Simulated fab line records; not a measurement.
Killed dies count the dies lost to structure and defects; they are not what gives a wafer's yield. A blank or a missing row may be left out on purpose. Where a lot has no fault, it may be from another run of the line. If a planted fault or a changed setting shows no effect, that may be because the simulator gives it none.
Chamber matching	flow n5-finfet	rie-si-01 running N5_DUMMY_GATE_TRIM_49: 4 sister chambers
The step chemistry O2, time 29 s, target cd 14 nm. 8 wafers are shown with their chamber, then 9 later ones without.

## EACH WAFER AND ITS CHAMBER
wafer	chamber	throttle-valve-pct (%)	drypump-motor-current-A (A)
L085.1	1	8.02	5.6
L085.3	3	7.92	5.9
L085.5	2	8.18	5.1
L086.1	1	8.00	5.6
L086.2	2	8.16	5.0
L088.1	3	7.93	5.9
L088.4	0	8.32	5.6
L088.5	0	8.31	5.7

## WAFERS WITH NO CHAMBER GIVEN
wafer	throttle-valve-pct (%)	drypump-motor-current-A (A)
L090.3	8.03	5.6
L090.4	8.32	5.7
L090.6	8.02	5.6
L092.2	8.32	5.7
L092.3	7.92	5.9
L092.4	8.01	5.6
L096.3	8.01	5.6
L096.5	7.91	5.0
L096.6	8.02	5.6

## CHAMBER TAKEN BY EACH
wafer	from the rows above	in truth
L090.3	1	1
L090.4	0	0
L090.6	1	1
L092.2	0	0
L092.3	3	3
L092.4	1	1
L096.3	1	1
L096.5	1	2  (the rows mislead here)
L096.6	1	1
Placed correctly: 8 of 9. Can't be placed from these rows: 0. 1 placed wrongly.
How it was worked out, from the rows above alone: a wafer's distance from a chamber is the root of the sum, over the readings, of the square of ((its reading less the chamber's mean) divided by the reading's scatter). If the next closest chamber is less than 2 further off than the closest, the wafer can't be placed; otherwise it belongs to the closest. For every chamber, the mean is computed from those of its wafers that are shown. How the scatter is found: for the shown wafers, subtract from each reading the mean of its chamber, square and add these, divide the total by (wafers less chambers), then take the root.
